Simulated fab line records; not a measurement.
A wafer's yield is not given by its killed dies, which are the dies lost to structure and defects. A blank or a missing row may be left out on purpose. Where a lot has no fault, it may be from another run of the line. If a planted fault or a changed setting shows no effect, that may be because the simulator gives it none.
Matching of chambers ; flow nand-harc ; 3 sister chambers for NHARC_P_M2_DEP_33 on pecvd-01
The step deposits SiCN, target thk 30 nm. 3 wafers are shown with their chamber, then 12 later ones without.

EACH WAFER AND ITS CHAMBER
wafer;chamber;showerhead-vpp-V (V)
L089.6;0;1391
L091.1;2;1192
L091.5;1;1363

WAFERS WITH NO CHAMBER GIVEN
wafer;showerhead-vpp-V (V)
L090.4;1417
L090.5;1344
L090.6;1211
L093.1;1189
L093.2;1347
L093.6;1383
L094.3;1388
L094.4;1414
L094.6;1350
L096.2;1344
L096.3;1400
L096.4;1394

EACH ONE'S CHAMBER
wafer;from the rows above;in truth
L090.4;can't be placed: 0 or 1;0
L090.5;can't be placed: 1 or 0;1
L090.6;2;2
L093.1;2;2
L093.2;can't be placed: 1 or 0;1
L093.6;can't be placed: 0 or 1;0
L094.3;can't be placed: 0 or 1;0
L094.4;can't be placed: 0 or 1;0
L094.6;can't be placed: 1 or 0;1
L096.2;can't be placed: 1 or 0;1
L096.3;can't be placed: 0 or 1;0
L096.4;can't be placed: 0 or 1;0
Correct placement for 2 of the 12. Not placeable from these rows: 10 (in 10, the candidates include the true chamber). Wrongly placed: 0.
How it was worked out, from the rows above alone: a wafer's distance from a chamber is the root of the sum, over the readings, of the square of ((its reading less the chamber's mean) divided by the reading's scatter). If the next closest chamber is less than 2 further off than the closest, the wafer can't be placed; otherwise it belongs to the closest. For every chamber, the mean is computed from those of its wafers that are shown. The scatter (one wafer shown for each chamber): square how far every hidden wafer sits from the nearest shown wafer, average those squares and take the square root.
